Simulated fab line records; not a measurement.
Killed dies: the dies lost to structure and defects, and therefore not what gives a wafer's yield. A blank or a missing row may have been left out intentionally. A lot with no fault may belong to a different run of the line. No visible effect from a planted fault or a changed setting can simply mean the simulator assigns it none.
Which tool did it? | flow n5Finfet | 23 lots, 69 wafers sampled, at 6 steps of a route of 1938

== WHAT EACH GAUGE READ, for each wafer ==
No reading from a measuring or inspecting step in the record can be judged against a usual standard deviation.

== WHICH TOOL RAN EACH LOT (tool, then ch and the chambers of the sampled wafers, then the start) ==
lot  | N5_SDB_ETCH_17                   | N5_SDB_ETCH_18                   | N5_HKMG_FIN_STRIP_19               | N5_HKMG_FIN_ETCHBACK_68          | N5_GATE_CUT_ETCHBACK_30          | N5_GATE_CUT_HM_DEP_46
L074 | rieDiel-01 ch 2,3, day 3 20:44   | rieDiel-01 ch 2,3, day 3 20:46   | plasmaAsher-02 ch 0,1, day 4 06:38 | rieMetal-01 ch 0,1, day 4 08:44  | rieMetal-03 ch 1, day 4 10:45    | pecvd-01 ch 0,2, day 4 13:45
L075 | rieDiel-01 ch 0,1,2, day 3 23:02 | rieDiel-01 ch 0,1,2, day 3 23:04 | plasmaAsher-02 ch 0,1, day 4 08:37 | rieMetal-01 ch 0,1, day 4 10:38  | rieMetal-03 ch 0,1, day 4 12:40  | pecvd-03 ch 0,1, day 4 15:56
L076 | rieDiel-01 ch 0,2,3, day 4 06:06 | rieDiel-01 ch 0,2,3, day 4 06:08 | plasmaAsher-01 ch 0,1, day 4 15:44 | rieMetal-02 ch 0,1, day 4 17:40  | rieMetal-03 ch 0,1, day 4 19:39  | pecvd-04 ch 0,1, day 4 22:38
L077 | rieDiel-01 ch 2,3, day 4 11:20   | rieDiel-01 ch 2,3, day 4 11:22   | plasmaAsher-02 ch 0,1, day 4 21:39 | rieMetal-02 ch 0,1, day 4 23:40  | rieMetal-02 ch 0,1, day 5 01:41  | pecvd-01 ch 0,1,2, day 5 05:25
L078 | rieDiel-01 ch 0,1,2, day 4 18:49 | rieDiel-01 ch 0,1,2, day 4 18:50 | plasmaAsher-02 ch 0,1, day 5 04:33 | rieMetal-02 ch 0,1, day 5 06:40  | rieMetal-02 ch 0,1, day 5 08:41  | pecvd-03 ch 0,2, day 5 11:41
L079 | rieDiel-01 ch 1,2,3, day 5 01:19 | rieDiel-01 ch 1,2,3, day 5 01:22 | plasmaAsher-02 ch 0,1, day 5 11:07 | rieMetal-01 ch 0, day 5 13:08    | rieMetal-01 ch 0,1, day 5 15:09  | pecvd-04 ch 1,2, day 5 18:14
L080 | rieDiel-01 ch 1,2,3, day 5 08:55 | rieDiel-01 ch 1,2,3, day 5 08:56 | plasmaAsher-02 ch 0,1, day 5 18:44 | rieMetal-03 ch 0,1, day 5 20:41  | rieMetal-01 ch 0,1, day 5 22:40  | pecvd-01 ch 0,1,2, day 6 01:56
L081 | rieDiel-04 ch 1,2, day 5 12:34   | rieDiel-04 ch 1,2, day 5 12:37   | plasmaAsher-02 ch 0,1, day 5 22:05 | rieMetal-01 ch 0,1, day 6 00:08  | rieMetal-01 ch 0,1, day 6 02:07  | pecvd-03 ch 0,2, day 6 05:10
L082 | rieDiel-04 ch 0,1,3, day 5 15:53 | rieDiel-04 ch 0,1,3, day 5 15:55 | plasmaAsher-01 ch 0,1, day 6 01:26 | rieMetal-01 ch 0,1, day 6 03:29  | rieMetal-02 ch 0,1, day 6 05:29  | pecvd-04 ch 0,1,2, day 6 08:29
L083 | rieDiel-01 ch 1,2, day 5 22:05   | rieDiel-01 ch 1,2, day 5 22:07   | plasmaAsher-02 ch 0,1, day 6 07:49 | rieMetal-01 ch 0,1, day 6 09:51  | rieMetal-03 ch 0,1, day 6 11:58  | pecvd-01 ch 1,2, day 6 15:04
L084 | rieDiel-01 ch 0,2,3, day 6 04:52 | rieDiel-01 ch 0,2,3, day 6 04:55 | plasmaAsher-01 ch 0,1, day 6 15:13 | rieMetal-02 ch 0,1, day 6 17:14  | rieMetal-03 ch 0,1, day 6 19:19  | pecvd-03 ch 1,2, day 6 22:20
L085 | rieDiel-05 ch 1,3, day 6 15:02   | rieDiel-05 ch 1,3, day 6 15:04   | plasmaAsher-02 ch 0,1, day 7 00:52 | rieMetal-01 ch 0,1, day 7 02:53  | rieMetal-02 ch 0, day 7 04:54    | pecvd-01 ch 0,1,2, day 7 07:53
L086 | rieDiel-04 ch 2,3, day 6 22:14   | rieDiel-04 ch 2,3, day 6 22:17   | plasmaAsher-01 ch 0,1, day 7 08:25 | rieMetal-03 ch 0,1, day 7 10:26  | rieMetal-01 ch 0,1, day 7 12:35  | pecvd-03 ch 1,2, day 7 15:35
L087 | rieDiel-05 ch 2,3, day 7 07:31   | rieDiel-05 ch 2,3, day 7 07:34   | plasmaAsher-01 ch 0,1, day 7 18:04 | rieMetal-03 ch 0,1, day 7 20:13  | rieMetal-02 ch 0,1, day 7 22:14  | pecvd-04 ch 0,1, day 8 01:20
L088 | rieDiel-05 ch 1,2,3, day 7 07:53 | rieDiel-05 ch 1,2,3, day 7 07:55 | plasmaAsher-02 ch 0,1, day 7 17:28 | rieMetal-02 ch 0,1, day 7 19:28  | rieMetal-01 ch 0,1, day 7 21:31  | pecvd-03 ch 0,1,2, day 8 00:31
L089 | rieDiel-05 ch 0,1,2, day 7 20:34 | rieDiel-05 ch 0,1,2, day 7 20:37 | plasmaAsher-02 ch 1, day 8 06:30   | rieMetal-02 ch 0, day 8 08:33    | rieMetal-01 ch 1, day 8 10:34    | pecvd-03 ch 0,2, day 8 13:34
L090 | rieDiel-01 ch 1,2, day 8 02:57   | rieDiel-01 ch 1,2, day 8 02:59   | plasmaAsher-02 ch 0,1, day 8 12:50 | rieMetal-02 ch 0,1, day 8 14:53  | rieMetal-02 ch 0,1, day 8 16:54  | pecvd-04 ch 0,2, day 8 20:23
L092 | rieDiel-05 ch 0,2, day 8 11:31   | rieDiel-05 ch 0,2, day 8 11:34   | plasmaAsher-01 ch 0,1, day 8 21:36 | rieMetal-03 ch 0,1, day 8 23:38  | rieMetal-01 ch 0,1, day 9 01:39  | pecvd-01 ch 0,1,2, day 9 04:38
L093 | rieDiel-01 ch 1,2, day 8 14:07   | rieDiel-01 ch 1,2, day 8 14:09   | plasmaAsher-02 ch 0,1, day 9 00:10 | rieMetal-01 ch 0,1, day 9 02:11  | rieMetal-01 ch 0,1, day 9 04:17  | pecvd-03 ch 1,2, day 9 07:17
L094 | rieDiel-04 ch 1,2, day 8 22:24   | rieDiel-04 ch 1,2, day 8 22:26   | plasmaAsher-01 ch 0,1, day 9 08:41 | rieMetal-03 ch 0,1, day 9 10:51  | rieMetal-02 ch 0,1, day 9 12:53  | pecvd-03 ch 0,1,2, day 9 16:06
L095 | rieDiel-05 ch 0,1,2, day 9 00:53 | rieDiel-05 ch 0,1,2, day 9 00:55 | plasmaAsher-02 ch 0,1, day 9 11:21 | rieMetal-01 ch 0,1, day 9 13:24  | rieMetal-02 ch 0,1, day 9 15:25  | pecvd-03 ch 1,2, day 9 18:25
L096 | rieDiel-04 ch 2,3, day 9 11:17   | rieDiel-04 ch 2,3, day 9 11:20   | plasmaAsher-02 ch 0,1, day 9 22:38 | rieMetal-03 ch 0,1, day 10 00:38 | rieMetal-01 ch 0, day 10 02:40   | pecvd-01 ch 0,1,2, day 10 05:50
L097 | rieDiel-01 ch 1,2, day 9 13:11   | rieDiel-01 ch 1,2, day 9 13:13   | plasmaAsher-01 ch 0,1, day 9 23:49 | rieMetal-01 ch 0,1, day 10 01:47 | rieMetal-02 ch 0,1, day 10 03:46 | pecvd-04 ch 0,2, day 10 06:44
- N5_SDB_ETCH_17: etches SiARC in CF4, target depth 23.4 nm, time 39 s.
- N5_SDB_ETCH_18: etches SOC in N2/H2, target depth 100 nm, overetch 20 nm, time 150 s.
- N5_HKMG_FIN_STRIP_19: strips in N2/H2, time 360 s.
- N5_HKMG_FIN_ETCHBACK_68: etches the open film in Cl2/Ar, stops on HfO2, target depth 0.5 nm.
- N5_GATE_CUT_ETCHBACK_30: etches TiN in Cl2/Ar, target depth 3 nm.
- N5_GATE_CUT_HM_DEP_46: deposits SiO2 from TEOS/O2, target thk 130 nm, time 26.6 s.

== AS READ BY THE TOOLS THEMSELVES (means over the sampled wafers that have a number; for cases with no such wafer, the mark the record gives instead) ==
N5_SDB_ETCH_17. Usual: drypumpMotorCurrentA 5.5 A, standard deviation 0.37; etchRfOnTimeS 39.4 s, standard deviation 1.6; oesProductAu 0.67 a.u., standard deviation 0.08; rfVppV 184.0 V, standard deviation 1.2; showerheadPlenumPTorr 2.13 Torr, standard deviation 0.07; throttleValvePct 15.60 %, standard deviation 0.25.
lot  | tool       | drypumpMotorCurrentA (A) | etchRfOnTimeS (s) | oesProductAu (a.u.) | rfVppV (V) | showerheadPlenumPTorr (Torr) | throttleValvePct (%) | flag
L074 | rieDiel-01 | 5.6                      | 38.1              | 0.73                | 184.5      | 2.19                         | 15.47                | 
L075 | rieDiel-01 | 5.5                      | 39.5              | 0.77                | 184.9      | 2.15                         | 15.42                | 
L076 | rieDiel-01 | 5.8                      | 39.6              | 0.74                | 184.2      | 2.17                         | 15.44                | 
L077 | rieDiel-01 | 5.8                      | 39.4              | 0.67                | 185.0      | 2.20                         | 15.57                | 
L078 | rieDiel-01 | 5.5                      | 39.3              | 0.75                | 183.2      | 2.14                         | 15.44                | 
L079 | rieDiel-01 | 5.5                      | 39.3              | 0.67                | 185.2      | 2.18                         | 15.56                | 
L080 | rieDiel-01 | 5.5                      | 38.9              | 0.68                | 183.7      | 2.18                         | 15.57                | 
L081 | rieDiel-04 | 5.7                      | 40.4              | 0.60                | 184.5      | 2.16                         | 15.89                | 
L082 | rieDiel-04 | 5.5                      | 39.8              | 0.59                | 183.8      | 2.14                         | 15.62                | 
L083 | rieDiel-01 | 5.3                      | 39.1              | 0.69                | 184.2      | 2.15                         | 15.54                | 
L084 | rieDiel-01 | 5.8                      | 39.8              | 0.71                | 184.7      | 2.16                         | 15.47                | 
L085 | rieDiel-05 | 5.4                      | 40.0              | 0.67                | 184.0      | 2.13                         | 15.45                | 
L086 | rieDiel-04 | 5.2                      | 39.6              | 0.59                | 184.9      | 2.20                         | 15.70                | 
L087 | rieDiel-05 | 5.2                      | 36.8              | 0.64                | 183.3      | 2.13                         | 15.81                | 
L088 | rieDiel-05 | 5.4                      | 38.6              | 0.66                | 184.7      | 2.09                         | 15.68                | 
L089 | rieDiel-05 | 5.4                      | 39.3              | 0.65                | 182.4      | 2.04                         | 15.73                | 
L090 | rieDiel-01 | 5.3                      | 39.0              | 0.69                | 184.0      | 2.16                         | 15.52                | 
L092 | rieDiel-05 | 5.2                      | 38.4              | 0.63                | 182.6      | 2.03                         | 15.88                | 
L093 | rieDiel-01 | 5.3                      | 38.4              | 0.70                | 184.4      | 2.16                         | 15.52                | 
L094 | rieDiel-04 | 5.6                      | 40.7              | 0.57                | 183.5      | 2.08                         | 15.87                | 
L095 | rieDiel-05 | 5.4                      | 39.2              | 0.65                | 183.3      | 2.04                         | 15.74                | 
L096 | rieDiel-04 | 5.5                      | 39.6              | 0.65                | 184.8      | 2.19                         | 15.72                | 
L097 | rieDiel-01 | 5.3                      | 39.1              | 0.69                | 184.1      | 2.15                         | 15.55                | 

N5_SDB_ETCH_18. Usual: drypumpMotorCurrentA 5.5 A, standard deviation 0.36; oesProductAu 0.71 a.u., standard deviation 0.081; rfVppV 523.5 V, standard deviation 2.7; showerheadPlenumPTorr 2.53 Torr, standard deviation 0.084; throttleValvePct 17.80 %, standard deviation 0.26.
lot  | tool       | drypumpMotorCurrentA (A) | oesProductAu (a.u.) | rfVppV (V) | showerheadPlenumPTorr (Torr) | throttleValvePct (%) | flag
L074 | rieDiel-01 | 5.6                      | 0.75                | 525.9      | 2.60                         | 17.64                | 
L075 | rieDiel-01 | 5.5                      | 0.81                | 523.9      | 2.54                         | 17.59                | 
L076 | rieDiel-01 | 5.8                      | 0.78                | 525.0      | 2.57                         | 17.63                | 
L077 | rieDiel-01 | 5.8                      | 0.70                | 526.0      | 2.63                         | 17.79                | 
L078 | rieDiel-01 | 5.6                      | 0.79                | 524.1      | 2.54                         | 17.61                | 
L079 | rieDiel-01 | 5.5                      | 0.71                | 525.6      | 2.59                         | 17.76                | 
L080 | rieDiel-01 | 5.5                      | 0.71                | 524.7      | 2.59                         | 17.77                | 
L081 | rieDiel-04 | 5.7                      | 0.64                | 524.3      | 2.54                         | 17.97                | 
L082 | rieDiel-04 | 5.6                      | 0.62                | 523.0      | 2.55                         | 17.90                | 
L083 | rieDiel-01 | 5.3                      | 0.72                | 524.2      | 2.56                         | 17.75                | 
L084 | rieDiel-01 | 5.8                      | 0.76                | 525.0      | 2.56                         | 17.66                | 
L085 | rieDiel-05 | 5.4                      | 0.70                | 523.1      | 2.52                         | 17.64                | 
L086 | rieDiel-04 | 5.3                      | 0.62                | 525.9      | 2.61                         | 17.93                | 
L087 | rieDiel-05 | 5.2                      | 0.65                | 522.8      | 2.53                         | 17.93                | 
L088 | rieDiel-05 | 5.5                      | 0.69                | 522.3      | 2.48                         | 17.90                | 
L089 | rieDiel-05 | 5.4                      | 0.68                | 519.7      | 2.42                         | 18.01                | 
L090 | rieDiel-01 | 5.3                      | 0.73                | 524.2      | 2.55                         | 17.67                | 
L092 | rieDiel-05 | 5.1                      | 0.65                | 520.0      | 2.41                         | 18.16                | 
L093 | rieDiel-01 | 5.3                      | 0.72                | 524.3      | 2.55                         | 17.67                | 
L094 | rieDiel-04 | 5.6                      | 0.62                | 522.2      | 2.47                         | 18.05                | 
L095 | rieDiel-05 | 5.4                      | 0.67                | 519.6      | 2.42                         | 18.02                | 
L096 | rieDiel-04 | 5.5                      | 0.69                | 525.3      | 2.59                         | 17.79                | 
L097 | rieDiel-01 | 5.3                      | 0.72                | 523.9      | 2.55                         | 17.70                | 

N5_HKMG_FIN_STRIP_19. Usual: drypumpMotorCurrentA 5.8 A, standard deviation 0.85; heaterPowerW 452 W, standard deviation 17.
lot  | tool           | drypumpMotorCurrentA (A) | heaterPowerW (W) | flag
L074 | plasmaAsher-02 | 5.4                      | 447              | 
L075 | plasmaAsher-02 | 6.1                      | 452              | 
L076 | plasmaAsher-01 | 5.8                      | 459              | 
L077 | plasmaAsher-02 | 5.4                      | 439              | 
L078 | plasmaAsher-02 | 6.1                      | 451              | 
L079 | plasmaAsher-02 | 6.1                      | 451              | 
L080 | plasmaAsher-02 | 6.1                      | 456              | 
L081 | plasmaAsher-02 | 5.4                      | 449              | 
L082 | plasmaAsher-01 | 6.1                      | 450              | 
L083 | plasmaAsher-02 | 5.4                      | 439              | 
L084 | plasmaAsher-01 | 5.8                      | 469              | 
L085 | plasmaAsher-02 | 6.1                      | 450              | 
L086 | plasmaAsher-01 | 5.8                      | 469              | 
L087 | plasmaAsher-01 | 5.8                      | 460              | 
L088 | plasmaAsher-02 | 6.1                      | 451              | 
L089 | plasmaAsher-02 | 4.8                      | 428              | 
L090 | plasmaAsher-02 | 6.1                      | 452              | 
L092 | plasmaAsher-01 | 5.7                      | 470              | 
L093 | plasmaAsher-02 | 6.1                      | 446              | 
L094 | plasmaAsher-01 | 5.8                      | 473              | 
L095 | plasmaAsher-02 | 6.1                      | 451              | 
L096 | plasmaAsher-02 | 5.4                      | 443              | 
L097 | plasmaAsher-01 | 6.1                      | 460              | 

N5_HKMG_FIN_ETCHBACK_68. Usual: drypumpMotorCurrentA 5.7 A, standard deviation 0.46; oesProductAu 0.76 a.u., standard deviation 0.073; throttleValvePct 20.93 %, standard deviation 0.16.
lot  | tool        | drypumpMotorCurrentA (A) | oesProductAu (a.u.) | throttleValvePct (%) | flag
L074 | rieMetal-01 | 5.4                      | 0.79                | 20.87                | 
L075 | rieMetal-01 | 5.1                      | 0.77                | 20.81                | 
L076 | rieMetal-02 | 6.1                      | 0.76                | 21.12                | 
L077 | rieMetal-02 | 6.0                      | 0.76                | 21.11                | 
L078 | rieMetal-02 | 6.0                      | 0.75                | 21.12                | 
L079 | rieMetal-01 | 5.6                      | 0.76                | 20.97                | 
L080 | rieMetal-03 | 6.0                      | 0.73                | 20.85                | 
L081 | rieMetal-01 | 5.1                      | 0.80                | 20.78                | 
L082 | rieMetal-01 | 5.4                      | 0.77                | 20.88                | 
L083 | rieMetal-01 | 5.4                      | 0.77                | 20.88                | 
L084 | rieMetal-02 | 6.1                      | 0.74                | 21.13                | 
L085 | rieMetal-01 | 5.4                      | 0.77                | 20.88                | 
L086 | rieMetal-03 | 5.9                      | 0.80                | 20.89                | 
L087 | rieMetal-03 | 6.0                      | 0.72                | 20.86                | 
L088 | rieMetal-02 | 6.2                      | 0.77                | 21.12                | 
L089 | rieMetal-02 | 5.9                      | 0.71                | 21.14                | 
L090 | rieMetal-02 | 6.1                      | 0.77                | 21.13                | 
L092 | rieMetal-03 | 5.9                      | 0.79                | 20.91                | 
L093 | rieMetal-01 | 5.2                      | 0.78                | 20.79                | 
L094 | rieMetal-03 | 5.9                      | 0.79                | 20.90                | 
L095 | rieMetal-01 | 5.1                      | 0.77                | 20.79                | 
L096 | rieMetal-03 | 5.8                      | 0.77                | 20.90                | 
L097 | rieMetal-01 | 5.1                      | 0.73                | 20.86                | 

N5_GATE_CUT_ETCHBACK_30. Usual: drypumpMotorCurrentA 5.7 A, standard deviation 0.48; oesProductAu 0.78 a.u., standard deviation 0.068; throttleValvePct 20.93 %, standard deviation 0.17.
lot  | tool        | drypumpMotorCurrentA (A) | oesProductAu (a.u.) | throttleValvePct (%) | flag
L074 | rieMetal-03 | 6.1                      | 0.65                | 20.81                | 
L075 | rieMetal-03 | 5.8                      | 0.84                | 20.88                | 
L076 | rieMetal-03 | 5.9                      | 0.84                | 20.89                | 
L077 | rieMetal-02 | 6.2                      | 0.80                | 21.10                | 
L078 | rieMetal-02 | 6.1                      | 0.78                | 21.09                | 
L079 | rieMetal-01 | 5.4                      | 0.79                | 20.86                | 
L080 | rieMetal-01 | 5.1                      | 0.82                | 20.76                | 
L081 | rieMetal-01 | 5.4                      | 0.79                | 20.87                | 
L082 | rieMetal-02 | 6.1                      | 0.79                | 21.10                | 
L083 | rieMetal-03 | 5.9                      | 0.81                | 20.89                | 
L084 | rieMetal-03 | 6.0                      | 0.73                | 20.84                | 
L085 | rieMetal-02 | 5.9                      | 0.75                | 21.08                | 
L086 | rieMetal-01 | 5.1                      | 0.79                | 20.76                | 
L087 | rieMetal-02 | 6.2                      | 0.78                | 21.12                | 
L088 | rieMetal-01 | 5.4                      | 0.78                | 20.87                | 
L089 | rieMetal-01 | 4.9                      | 0.82                | 20.65                | 
L090 | rieMetal-02 | 6.0                      | 0.76                | 21.10                | 
L092 | rieMetal-01 | 5.1                      | 0.81                | 20.75                | 
L093 | rieMetal-01 | 5.1                      | 0.80                | 20.76                | 
L094 | rieMetal-02 | 6.2                      | 0.76                | 21.12                | 
L095 | rieMetal-02 | 6.2                      | 0.77                | 21.12                | 
L096 | rieMetal-01 | 5.6                      | 0.75                | 20.99                | 
L097 | rieMetal-02 | 6.2                      | 0.77                | 21.11                | 

N5_GATE_CUT_HM_DEP_46. Usual: heaterPowerW 540 W, standard deviation 62; showerheadPlenumPTorr 8.34 Torr, standard deviation 0.04; throttleValvePct 18.8 %, standard deviation 1.
lot  | tool     | heaterPowerW (W) | showerheadPlenumPTorr (Torr) | throttleValvePct (%) | flag
L074 | pecvd-01 | 484              | 8.34                         | 17.9                 | 
L075 | pecvd-03 | 525              | 8.31                         | 20.0                 | 
L076 | pecvd-04 | 568              | 8.33                         | 19.9                 | 
L077 | pecvd-01 | 500              | 8.35                         | 18.0                 | 
L078 | pecvd-03 | 542              | 8.33                         | 19.6                 | 
L079 | pecvd-04 | 568              | 8.36                         | 18.8                 | 
L080 | pecvd-01 | 457              | 8.35                         | 18.2                 | 
L081 | pecvd-03 | 550              | 8.37                         | 18.7                 | 
L082 | pecvd-04 | 544              | 8.33                         | 19.1                 | 
L083 | pecvd-01 | 510              | 8.37                         | 18.5                 | 
L084 | pecvd-03 | 548              | 8.33                         | 18.4                 | 
L085 | pecvd-01 | 535              | 8.37                         | 18.2                 | 
L086 | pecvd-03 | 499              | 8.34                         | 18.6                 | 
L087 | pecvd-04 | 633              | 8.34                         | 20.0                 | 
L088 | pecvd-03 | 547              | 8.35                         | 19.2                 | 
L089 | pecvd-03 | 591              | 8.33                         | 19.6                 | 
L090 | pecvd-04 | 604              | 8.30                         | 18.6                 | 
L092 | pecvd-01 | 515              | 8.34                         | 18.3                 | 
L093 | pecvd-03 | 547              | 8.34                         | 18.4                 | 
L094 | pecvd-03 | 556              | 8.34                         | 19.1                 | 
L095 | pecvd-03 | 480              | 8.34                         | 18.3                 | 
L096 | pecvd-01 | 456              | 8.36                         | 18.1                 | 
L097 | pecvd-04 | 546              | 8.31                         | 19.5                 | 

== THE ANSWER, worked out from the rows above alone ==
Rule: a lot counts as off when the mean over its wafers that have a number is more than 3 standard deviations away from the usual mean. A lot without any number at a reading at which 4 lots or more have one is off too. Where the step has rows for the other lots, those lots are counted as sound. The gauges are gone through in route order, then the tools' own readings, and for those a lot's mean is taken as printed above. At the first step where some lot is off, the reading lying furthest off is the one used; lots without a number count as furthest.
Across all readings shown, no lot is off: no conclusion can be drawn from this.

== WHAT THE SIMULATOR HAD PUT IN ==
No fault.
